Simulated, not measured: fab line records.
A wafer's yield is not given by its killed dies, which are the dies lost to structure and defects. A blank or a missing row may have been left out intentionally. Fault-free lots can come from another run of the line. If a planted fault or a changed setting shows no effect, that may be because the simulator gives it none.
Matching of chambers | flow nand_harc | NHARC_P_CONTACT_CMP_01 on cmp-02 has 4 sister chambers
The step polishes SiO2, target thk 200 nm. 16 wafers are shown with their chamber, then 8 later ones without.

## WAFERS WITH THEIR CHAMBER
wafer  | chamber | motor_current_A (A)
L074.1 | 1       | 11.2
L074.5 | 3       | 13.1
L074.6 | 2       | 12.8
L076.1 | 2       | 12.5
L076.2 | 0       | 11.7
L076.4 | 3       | 13.5
L088.1 | 1       | 11.1
L088.4 | 0       | 12.3
L088.5 | 0       | 12.1
L090.1 | 0       | 11.6
L090.3 | 3       | 12.8
L090.5 | 0       | 11.8
L091.2 | 2       | 12.1
L091.3 | 1       | 10.8
L091.4 | 3       | 13.1
L092.1 | 1       | 11.6

SIGNATURES (averages over the wafers above)
reading         | chamber 0 | chamber 1 | chamber 2 | chamber 3 | scatter within a chamber
motor_current_A | 11.900    | 11.175    | 12.467    | 13.125    | 0.311
Rule: distance of a wafer from a chamber = root of the sum over the readings of ((wafer's reading minus chamber's mean) / reading's scatter) squared. The wafer belongs to the nearest chamber; if the next one is less than 2 further off, it can't be placed. The scatter: take each reading less its chamber's mean, square it, sum over the shown wafers, divide by the number of wafers less the number of chambers, and take the root.

## WAFERS MISSING THEIR CHAMBER
wafer  | motor_current_A (A)
L092.2 | 12.4
L092.4 | 13.5
L094.1 | 11.4
L094.4 | 13.0
L094.6 | 11.0
L095.2 | 13.1
L095.3 | 12.4
L095.6 | 12.0

## THE CHAMBER EACH PASSED THROUGH
wafer  | from the rows above     | in truth
L092.2 | can't be placed: 2 or 0 | 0
L092.4 | 3                       | 3
L094.1 | can't be placed: 1 or 0 | 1
L094.4 | can't be placed: 3 or 2 | 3
L094.6 | 1                       | 1
L095.2 | can't be placed: 3 or 2 | 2
L095.3 | can't be placed: 2 or 0 | 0
L095.6 | can't be placed: 0 or 2 | 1
Correctly placed: 2 of 8. Unplaceable from these rows: 6, with the true chamber sitting among the candidates in 5. Wrongly placed: 0.
